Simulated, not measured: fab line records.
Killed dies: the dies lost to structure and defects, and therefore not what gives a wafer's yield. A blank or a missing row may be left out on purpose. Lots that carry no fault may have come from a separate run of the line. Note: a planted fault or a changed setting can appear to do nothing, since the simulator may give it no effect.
Matching of chambers	flow n5_finfet	N5_SD_EPI_P_ETCH_47 on rie_diel-04 has 4 sister chambers
The step etches SiOCN in CH3F/O2, target depth 25 nm. 14 wafers are shown with their chamber, then 7 later ones without.

WAFERS PAIRED WITH THEIR CHAMBERS
wafer	chamber	drypump_motor_current_A (A)	showerhead_plenum_p_Torr (Torr)	throttle_valve_pct (%)
L075.3	2	6.2	2.06	15.82
L075.4	1	5.6	1.85	16.02
L075.6	3	5.1	1.92	16.22
L076.1	0	5.8	1.97	16.49
L076.3	1	5.7	1.85	16.04
L076.5	1	5.7	1.85	16.03
L081.3	2	6.2	2.06	15.86
L081.4	1	5.7	1.84	16.06
L081.5	3	5.2	1.91	16.23
L090.2	2	6.2	2.05	15.90
L090.4	1	5.7	1.84	16.07
L090.5	1	5.7	1.84	16.08
L094.1	0	5.8	1.96	16.55
L094.4	2	6.2	2.05	15.91

SIGNATURES (means of the wafers above)
reading	chamber 0	chamber 1	chamber 2	chamber 3	scatter within a chamber
drypump_motor_current_A	5.800	5.683	6.200	5.150	0.0365
showerhead_plenum_p_Torr	1.9650	1.8450	2.0550	1.9150	0.00592
throttle_valve_pct	16.5200	16.0500	15.8725	16.2250	0.0312
Rule: for each reading, subtract the chamber's mean from the wafer's reading, divide by that reading's scatter and square the result; add these up over the readings and take the root, which gives the wafer's distance from the chamber. If the next closest chamber is less than 2 further off than the closest, the wafer can't be placed; otherwise it belongs to the closest. The scatter: the root of (the sum of the squares of (reading less its chamber's mean) over the shown wafers, divided by (wafers less chambers)).

WAFERS WITH NO CHAMBER GIVEN
wafer	drypump_motor_current_A (A)	showerhead_plenum_p_Torr (Torr)	throttle_valve_pct (%)
L094.5	5.8	1.84	16.08
L095.1	5.7	1.84	16.08
L095.3	5.8	1.96	16.56
L095.4	6.2	2.05	15.91
L096.3	5.2	1.90	16.28
L096.4	5.7	1.84	16.11
L096.6	5.2	1.90	16.30

WHICH CHAMBER EACH ONE RAN IN
wafer	from the rows above	in truth
L094.5	1	1
L095.1	1	1
L095.3	0	0
L095.4	2	2
L096.3	3	3
L096.4	1	1
L096.6	3	3
Correctly placed: 7 of 7. Not placeable from these rows: 0. Placed wrongly: 0.
